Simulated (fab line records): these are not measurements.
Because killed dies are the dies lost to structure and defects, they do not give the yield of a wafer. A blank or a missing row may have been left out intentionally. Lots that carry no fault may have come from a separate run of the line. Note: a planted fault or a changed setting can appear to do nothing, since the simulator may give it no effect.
fab line records	flow n5-finfet
[record] lots = 6	wafers = 18	last-day = 16
route steps=1938 shown BEOL_M15@1807
lots untouched by any fault: they come from a run of this same line in which no faults occurred
start-h: the number of hours between the record's first day and the start of the first shown wafer of the lot	wait-h: hours from the lot's prior step to this one	" the same as in the row above	L1.1+2: several wafers, shown together as one row	- no value, or no start was given	* or withheld: withheld	< > ~ a bound
route shown NAME@n: NAME is a module with steps in the file, n the number in the route of the first one	usual: the fault-free wafers' mean and standard deviation	same: alike in all rows	chamber/n: place in a boat	sites: each site's reading	_std_site: the values' standard deviation	_edge_site: outer sites' mean less inner sites'	radius-mm: how far each site lies from the wafer's centre	mask NAME#n: copy n	behind: tool/chamber where the wafer was last shaped	hold: why the lot was held/for how many hours/how that ended	device: transistor that didn't switch, given as n, p or np	end of line: tests run on the same wafers once the route is complete	a step given without rows: its recipe and nothing more	killed: dies lost to structure and defects at the first sort, not the wafer's yield	map: shows each die of a wafer: x if killed, . if not, _ if none is there
set.NAME: the setting as run; set.NAME@STEP: as run at that earlier step	model.NAME: the simulator's own value behind a step, which no gauge read
lots seen at some steps along the route; tables by step, rows by wafer
services: from which hour (start-h, from the record's first day; less than 0 if before it) a tool's chamber was out of use, for how many hours, and why
[[steps]]
[step N5_BEOL_M15_DESCUM_33]
[recipe] chemistry = O2	time-s = 7.9	source-power-w = 50	bias-power-w = 20	pressure-mtorr = 20	rf-frequency-hz = 2.712e+07	temp-c = 40	o2-flow-sccm = 225
[step N5_BEOL_M15_ETCH_61]
[recipe] chemistry = N2/H2	target = BARC	target-depth-a = 890	overetch-a = 267	time-s = 67.9	ion-energy-ev = 200	pressure-mtorr = 30	source-w = 840	bias-w = 150	n2-flow-sccm = 200	h2-flow-sccm = 200
[step N5_BEOL_M15_TRENCH_ETCH_34]
[recipe] chemistry = C4F8/O2/Ar	target = SiO2	target-depth-a = 8729.3	he-inner-torr = 15	he-outer-torr = 30	time-s = 199	ion-energy-ev = 800	pressure-mtorr = 20	source-w = 1905	bias-w = 2040	Ar_flow_sccm = 400	C4F8_flow_sccm = 16	O2_flow_sccm = 12
[usual] bias-w = 2040/6.1	drypump-motor-current-A = 5.6/0.44	he-outer-torr = 30.00/0.055	oes-product-au = 0.82/0.087	rf-vpp-V = 2219/41	showerhead-plenum-p-Torr = 3.40/0.12	throttle-valve-pct = 30.71/0.22
lot.wafer	tool	chamber	start-h	wait-h	bias-w	drypump-motor-current-A	he-outer-torr	oes-product-au	rf-hours-counter-h	rf-vpp-V	showerhead-plenum-p-Torr	throttle-valve-pct
L739.1	rie-diel-04	3	255.13	0.0	2042	5.2	30.03	0.68	228	2183	3.28	30.73
L739.3	"	1	"	"	2035	5.7	29.97	0.74	164	2180	3.17	30.61
L739.4	"	2	"	"	2029	6.2	30.03	0.83	-	2238	3.51	30.64
L746.1	rie-diel-01	2	288.32	0.0	2051	5.2	30.05	0.75	169	2235	3.30	30.74
L746.2	"	0	"	"	2043	5.0	29.88	0.88	36	2196	3.39	30.65
L746.6	"	0	"	"	2036	5.0	29.93	0.88	-	2194	3.39	30.65
L749.2	rie-diel-03	3	311.54	0.0	2043	5.7	29.95	0.93	9	2161	3.39	30.95
L749.4	"	2	"	"	2054	5.1	29.90	0.86	50	2295	3.46	30.43
L749.6	"	3	"	"	2037	5.7	30.01	0.93	-	2162	3.39	30.96
L750.2	rie-diel-03	2	312.34	0.0	2036	5.0	29.94	0.86	51	2296	3.46	30.43
L750.5	"	0	"	"	2043	6.0	30.00	0.93	-	2189	3.35	30.35
L750.6	"	1	"	"	2048	6.3	30.03	0.88	-	2251	3.51	31.21
L755.1	rie-diel-04	0	355.61	0.0	2030	5.8	30.03	0.90	29	2216	3.34	30.78
L755.3	"	2	"	"	2048	6.2	30.02	0.81	104	2236	3.49	30.70
L755.6	"	1	"	"	2044	5.7	30.05	0.72	-	2179	3.15	30.64
L756.1	rie-diel-04	1	356.35	0.0	2039	5.7	29.94	0.72	197	2178	3.15	30.63
L756.3	"	2	"	"	2040	6.2	29.92	0.81	104	2236	3.49	30.66
L756.4	"	1	"	"	2042	5.7	30.00	0.71	-	2177	3.15	30.66
[step N5_BEOL_M15_STRIP_36]
[recipe] chemistry = O2	power-w = 600	temp-c = 60	pressure-mtorr = 30	rf-frequency-hz = 6e+07	bias-power-w = 0	overash-fraction = 0.3	o2-flow-sccm = 225
[step N5_BEOL_M15_STRIP_62]
[recipe] chemistry = O2	power-w = 600	temp-c = 60	pressure-mtorr = 30	rf-frequency-hz = 6e+07	bias-power-w = 0	overash-fraction = 0.3	o2-flow-sccm = 225
[usual] drypump-motor-current-A = 5.6/0.42	o2-flow-sccm = 225.1/0.67	oes-product-au = 0.82/0.084	rf-vpp-V = 3.7/0.5	showerhead-plenum-p-Torr = 2.06/0.076	throttle-valve-pct = 16.47/0.18
lot.wafer	tool	chamber	start-h	wait-h	drypump-motor-current-A	o2-flow-sccm	oes-product-au	rf-hours-counter-h	rf-vpp-V	showerhead-plenum-p-Torr	throttle-valve-pct
L739.1	rie-diel-01	1	-	-	5.8	224.0	0.82	99	4.7	2.03	16.40
L739.3	"	2	"	"	5.2	224.4	0.76	159	3.5	2.02	16.68
L739.4	"	3	"	"	5.6	224.6	0.73	178	3.4	2.17	16.52
L746.1	rie-diel-03	2	-	-	5.1	225.4	0.87	44	3.2	2.11	16.27
L746.2	"	3	"	"	5.7	223.7	0.96	2	3.4	2.06	16.46
L746.6	"	1	"	"	6.3	224.7	0.88	-	3.2	2.14	16.69
L749.2	rie-diel-03	0	-	-	6.1	225.5	0.94	16	3.7	2.03	16.06
L749.4	"	1	"	"	6.3	224.8	0.87	28	4.2	2.14	16.73
L749.6	"	3	"	"	5.7	224.4	0.94	-	3.5	2.06	16.46
L750.2	rie-diel-04	1	-	-	5.7	224.8	0.73	182	3.9	1.92	16.56
L750.5	"	0	"	"	5.7	224.7	0.93	-	4.6	2.05	16.51
L750.6	"	1	"	"	5.7	224.0	0.73	-	3.6	1.92	16.56
L755.1	rie-diel-04	0	-	-	5.8	224.1	0.88	30	3.7	2.04	16.55
L755.3	"	2	"	"	6.2	226.7	0.81	105	3.9	2.11	16.29
L755.6	"	0	"	"	5.8	224.5	0.89	-	3.7	2.04	16.55
L756.1	rie-diel-01	2	-	-	5.2	225.1	0.73	193	4.3	2.01	16.74
L756.3	"	0	"	"	4.9	224.8	0.85	58	3.6	2.05	16.39
L756.4	"	1	"	"	5.8	224.6	0.79	130	2.5	2.01	16.46
[step N5_BEOL_M15_STRIP_37]
[recipe] chemistry = O2	power-w = 600	temp-c = 60	pressure-mtorr = 30	rf-frequency-hz = 6e+07	bias-power-w = 0	overash-fraction = 0.3	o2-flow-sccm = 225
[usual] drypump-motor-current-A = 5.6/0.42	o2-flow-sccm = 225.1/0.67	oes-product-au = 0.82/0.084	rf-vpp-V = 3.7/0.63	showerhead-plenum-p-Torr = 2.06/0.076	throttle-valve-pct = 16.47/0.18
lot.wafer	tool	chamber	start-h	wait-h	drypump-motor-current-A	o2-flow-sccm	oes-product-au	rf-hours-counter-h	rf-vpp-V	showerhead-plenum-p-Torr	throttle-valve-pct
L739.1	rie-diel-01	1	-	-	5.8	224.9	0.80	99	3.9	2.03	16.40
L739.3	"	2	"	"	5.2	223.9	0.75	159	4.3	2.02	16.67
L739.4	"	3	"	"	5.6	224.1	0.74	178	2.6	2.17	16.50
L746.1	rie-diel-03	2	-	-	5.0	224.0	0.87	44	4.6	2.11	16.28
L746.2	"	3	"	"	5.7	225.4	0.96	2	4.1	2.06	16.44
L746.6	"	1	"	"	6.3	224.5	0.90	-	4.6	2.14	16.72
L749.2	rie-diel-03	0	-	-	6.1	224.3	0.96	16	4.7	2.03	16.09
L749.4	"	1	"	"	6.3	224.2	0.88	28	2.8	2.14	16.72
L749.6	"	3	"	"	5.7	225.6	0.94	-	3.4	2.06	16.45
L750.2	rie-diel-04	1	-	-	5.7	224.9	0.74	182	4.0	1.92	16.58
L750.5	"	0	"	"	5.7	224.7	0.93	-	2.9	2.05	16.51
L750.6	"	1	"	"	5.6	225.3	0.72	-	3.8	1.92	16.57
L755.1	rie-diel-04	0	-	-	5.8	224.9	0.88	30	4.2	2.04	16.55
L755.3	"	2	"	"	6.2	225.1	0.81	105	2.5	2.11	16.28
L755.6	"	0	"	"	5.7	224.6	0.89	-	4.7	2.04	16.57
L756.1	rie-diel-01	2	-	-	5.2	223.3	0.72	193	4.2	2.01	16.75
L756.3	"	0	"	"	4.9	225.7	0.84	58	4.4	2.05	16.39
L756.4	"	1	"	"	5.8	225.2	0.79	130	3.4	2.02	16.45
[step N5_BEOL_M15_ETCH_38]
[recipe] chemistry = CF4/N2	target = SiCN	target-depth-a = 1064	taper-deg = 2	time-s = 120.5	ion-energy-ev = 150	mask-material = SiO2	pressure-mtorr = 40	source-w = 430	bias-w = 70	Ar_flow_sccm = 100	cf4-flow-sccm = 60	n2-flow-sccm = 60
[usual] bias-w = 70.00/0.21	drypump-motor-current-A = 5.6/0.42	oes-product-au = 0.82/0.086	rf-vpp-V = 381.4/2.1	showerhead-plenum-p-Torr = 2.17/0.082	throttle-valve-pct = 15.27/0.17
lot.wafer	tool	chamber	start-h	wait-h	bias-w	drypump-motor-current-A	oes-product-au	rf-hours-counter-h	rf-vpp-V	showerhead-plenum-p-Torr	throttle-valve-pct
L739.1	rie-diel-01	1	-	-	69.90	5.8	0.82	99	381.4	2.15	15.24
L739.3	"	2	"	"	69.97	5.2	0.76	159	378.3	2.12	15.43
L739.4	"	3	"	"	69.84	5.6	0.73	178	382.9	2.29	15.38
L746.1	rie-diel-03	2	-	-	70.44	5.0	0.87	44	384.4	2.24	15.15
L746.2	"	3	"	"	69.73	5.7	0.98	2	382.1	2.18	15.23
L746.6	"	1	"	"	69.63	6.3	0.90	-	383.4	2.25	15.45
L749.2	rie-diel-03	0	-	-	70.11	6.0	0.95	16	382.0	2.15	14.88
L749.4	"	1	"	"	70.02	6.3	0.88	28	382.2	2.25	15.46
L749.6	"	3	"	"	70.36	5.7	0.94	-	381.9	2.18	15.25
L750.2	rie-diel-04	1	-	-	69.89	5.7	0.73	182	378.4	2.02	15.29
L750.5	"	0	"	"	70.06	5.8	0.93	-	379.8	2.16	15.27
L750.6	"	1	"	"	70.13	5.6	0.72	-	378.0	2.02	15.27
L755.1	rie-diel-04	0	-	-	69.91	5.8	0.91	30	380.9	2.15	15.33
L755.3	"	2	"	"	69.89	6.2	0.79	105	383.3	2.23	15.08
L755.6	"	0	"	"	70.01	5.8	0.89	-	380.9	2.15	15.31
L756.1	rie-diel-01	2	-	-	70.39	5.2	0.73	193	379.6	2.11	15.47
L756.3	"	0	"	"	70.03	4.9	0.84	58	380.7	2.16	15.16
L756.4	"	1	"	"	70.11	5.8	0.79	130	380.2	2.14	15.30
[step N5_BEOL_M15_PRECLEAN_39]
[recipe] chemistry = residue-remover	time-s = 60	temp-c = 40
[step N5_BEOL_M15_SRD_40]
[recipe] time-s = 30	temp-c = 23	rinse-liquid = diw	dry = n2-spin	spin-rpm = 1500	dry-time-s = 30
[step N5_BEOL_M15_DEGAS_41]
[recipe] ambient = vacuum	temp-c = 300	time-s = 60
[step N5_BEOL_M15_PRE_CLEAN_42]
[recipe] gas = H2/He	time-s = 30	temp-c = 300
[usual] heater-power-w = 485/23
lot.wafer	tool	chamber	start-h	wait-h	heater-power-w
L739.1	pvd-sputter-02	-	259.08	0.0	503
L739.3	"	-	"	"	475
L739.4	"	-	"	"	495
L746.1	pvd-sputter-03	-	289.21	0.0	503
L746.2	"	-	"	"	457
L746.6	"	-	"	"	461
L749.2	pvd-sputter-02	-	312.15	0.0	491
L749.4	"	-	"	"	492
L749.6	"	-	"	"	498
L750.2	pvd-sputter-02	-	316.53	0.0	497
L750.5	"	-	"	"	464
L750.6	"	-	"	"	487
L755.1	pvd-sputter-01	-	358.19	0.0	461
L755.3	"	-	"	"	460
L755.6	"	-	"	"	466
L756.1	pvd-sputter-03	-	360.80	0.0	447
L756.3	"	-	"	"	481
L756.4	"	-	"	"	488
[step N5_BEOL_M15_SPUTTER_43]
[recipe] material = TaN	target-thk-a = 150	temp-c = 50	bias-v = 168.6	power-w = 15000	chamber-pressure-pa = 0.12	time-s = 24.19
[usual] throttle-valve-pct = 30.1/1.2
lot.wafer	tool	chamber	start-h	wait-h	throttle-valve-pct	model.TaN_of_BEOL_M15_SPUTTER_43.thk-nm
L739.1	pvd-sputter-02	-	259.12	0.0	29.6	15
L739.3	"	-	"	"	29.5	15.2
L739.4	"	-	"	"	28.1	15.2
L746.1	pvd-sputter-03	-	289.25	0.0	30.0	15
L746.2	"	-	"	"	30.7	14.8
L746.6	"	-	"	"	30.6	14.6
L749.2	pvd-sputter-02	-	312.19	0.0	29.8	15
L749.4	"	-	"	"	28.2	15
L749.6	"	-	"	"	30.4	14.6
L750.2	pvd-sputter-02	-	316.57	0.0	28.2	15.2
L750.5	"	-	"	"	29.1	14.6
L750.6	"	-	"	"	30.0	14.4
L755.1	pvd-sputter-01	-	358.23	0.0	29.7	14.8
L755.3	"	-	"	"	30.5	14.8
L755.6	"	-	"	"	32.7	15
L756.1	pvd-sputter-03	-	360.84	0.0	30.8	15
L756.3	"	-	"	"	28.1	14.8
L756.4	"	-	"	"	29.8	15.2
[step N5_BEOL_M15_SPUTTER_44]
[recipe] material = Ta	target-thk-a = 150	temp-c = 50	bias-v = 80	power-w = 15000	chamber-pressure-pa = 0.07	time-s = 24.19
[[services]]
tool	chamber	start-h	hours	kind
rie-diel-03	0	234.11	-	clean
rie-diel-03	0	234.11	-	consumable-replace:focus-ring
rie-diel-03	0	234.11	26.9	scheduled-down
rie-diel-03	0	234.11	26.9	vent-cycle
rie-diel-04	0	235.68	-	clean
rie-diel-04	0	235.68	-	consumable-replace:focus-ring
rie-diel-04	0	235.68	26.3	scheduled-down
rie-diel-04	0	235.68	26.3	vent-cycle
rie-diel-04	-	237.68	2.8	pm
rie-diel-01	0	254.85	1.3	repair
rie-diel-03	3	261.00	-	clean
rie-diel-03	3	261.00	-	consumable-replace:focus-ring
rie-diel-03	3	261.00	17.3	scheduled-down
rie-diel-01	0	269.55	3.6	repair
rie-diel-04	-	288.48	2.1	repair
rie-diel-01	1	305.80	8.6	repair
pvd-sputter-03	-	309.90	0.8	repair
pvd-sputter-01	-	335.20	1.6	repair
rie-diel-03	1	336.61	1.6	repair
rie-diel-04	3	336.67	-	clean
rie-diel-04	3	336.67	-	consumable-replace:focus-ring
rie-diel-04	3	336.67	-	consumable-replace:showerhead
rie-diel-04	3	336.67	23.6	scheduled-down
rie-diel-04	3	336.67	23.6	vent-cycle
[[key]]
first-sign none at tools or gauges
[model-effect] step = N5_BEOL_M15_SPUTTER_43	value = TaN_of_BEOL_M15_SPUTTER_43.thk-nm	without = 15.13	struck = 14.53
met-at N5_BEOL_M15_SPUTTER_43
struck-wafers L749.6,L750.5,L750.6
onset-between 259.12 312.19
[fault] kind = process-parameter-drift	tool = pvd-sputter-02	chamber = -	onset-h = 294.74	steps = N5_BEOL_M15_SPUTTER_43	channel = time-s	offset = *	shape = step	end-h = 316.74	scope = struck-wafers-only	acts-in = *	stated = *
